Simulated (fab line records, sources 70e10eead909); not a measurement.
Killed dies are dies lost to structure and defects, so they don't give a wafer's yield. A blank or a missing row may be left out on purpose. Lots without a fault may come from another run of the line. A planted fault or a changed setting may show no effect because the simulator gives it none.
Problem report in the 8D (eight disciplines) form, filled by code | flow nand_harc | the parts of the form that need people (team, actions taken, sign-off) are left out

1. THE PROBLEM
cd_nm at NHARC_P_M0_CD_MEAS_09 reads a mean of 116.3 nm on 6 wafers of 2 lots; wafers without a fault read 90.0 nm with a standard deviation of 0.58. That is +45 standard deviations from the usual mean.
The step: target cd 90 nm.
First seen on wafer L981.2, day 9 16:10, on cd_sem-01. The record holds 30 wafers of 10 lots with a number at this step. Rule for "out", or "out of limits": more than 4 standard deviations from the usual mean. The other wafers with a number count as sound.

2. WHAT IT IS AND WHAT IT IS NOT
question                    | is                     | is not
which readings at this step | cd_nm                  | -
which lots                  | L981, L983             | L972, L977, L982, L987, L988, L990, L991, L995
which wafers of those lots  | all that have a number | -
read on which gauges        | cd_sem-01, cd_sem-03   | cd_sem-02
when                        | from day 9 16:10       | up to then (6 sound wafers); but 18 sound wafers of L982, L987, L988, L990, L991, L995 came after

3. SUSPECTS, AND WHAT RULES EACH OUT
Counting: a tool at a process step up to the reading stays a suspect if it ran every lot that is out and no sound lot after the first of them.
- the gauge at NHARC_P_M0_CD_MEAS_09: ruled out. The wafers that are out were read on 2 gauges (cd_sem-01, cd_sem-03).
- cmp-03 at NHARC_P_CONTACT_CMP_24 (polishes, t overpolish 30 s, target thk 200 nm): ruled out as a lasting fault. Sound lots L990, L995 ran on it after its first lot that is out, L981 (day 9 15:01).
- arfi_scanner-03 at NHARC_P_M0_EXPOSE_06 (exposes mask P M0, target cd 90 nm): kept. It ran every lot that is out, first L981 (day 9 16:02), and no sound lot after that. Its own readings are out on those wafers: exposure_dose_mJ_cm2.
Left after counting: arfi_scanner-03 at NHARC_P_M0_EXPOSE_06.

4. THE CAUSE (what the simulator had put in)
Process parameter drift: arfi_scanner-03, from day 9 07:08 on, at NHARC_P_M0_EXPOSE_06. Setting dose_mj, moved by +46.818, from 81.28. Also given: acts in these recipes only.
Counting left only this tool.

5. THE CHAIN OF EFFECTS, in route order
Each row: a reading whose mean over the struck wafers that have a number lies more than 3 standard deviations from the usual. Only readings for which the record gives a usual standard deviation are gone through. hours: the time from each lot's start at the first step in this table that gives one to its start at this step, as a median over the lots. sigmas: the change in usual standard deviations.
hours | step                  | reading              | usual   | on struck wafers | change | sigmas
0     | NHARC_P_M0_EXPOSE_06  | exposure_dose_mJ_cm2 | 81.7    | 124.0            | +42.3  | +66
0     | NHARC_P_M0_CD_MEAS_09 | cd_nm                | 90.0 nm | 116.3            | +26.3  | +45
The process steps in it:
- NHARC_P_M0_EXPOSE_06: exposes mask P M0, target cd 90 nm.

6. WHAT WOULD HAVE CAUGHT IT SOONER
In this record the first reading out of limits at a measuring or inspecting step was taken at day 9 16:10, 9 hours after the fault began at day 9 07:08.
The tool's own readings at NHARC_P_M0_EXPOSE_06 were out on every struck wafer that the step has a row for (exposure_dose_mJ_cm2): an alarm limit on them would have fired on the first of those.
Of the lots that are out (2), L983 began NHARC_P_M0_EXPOSE_06 on arfi_scanner-03 after day 9 16:10. A hold on the tool at that time would have spared it.
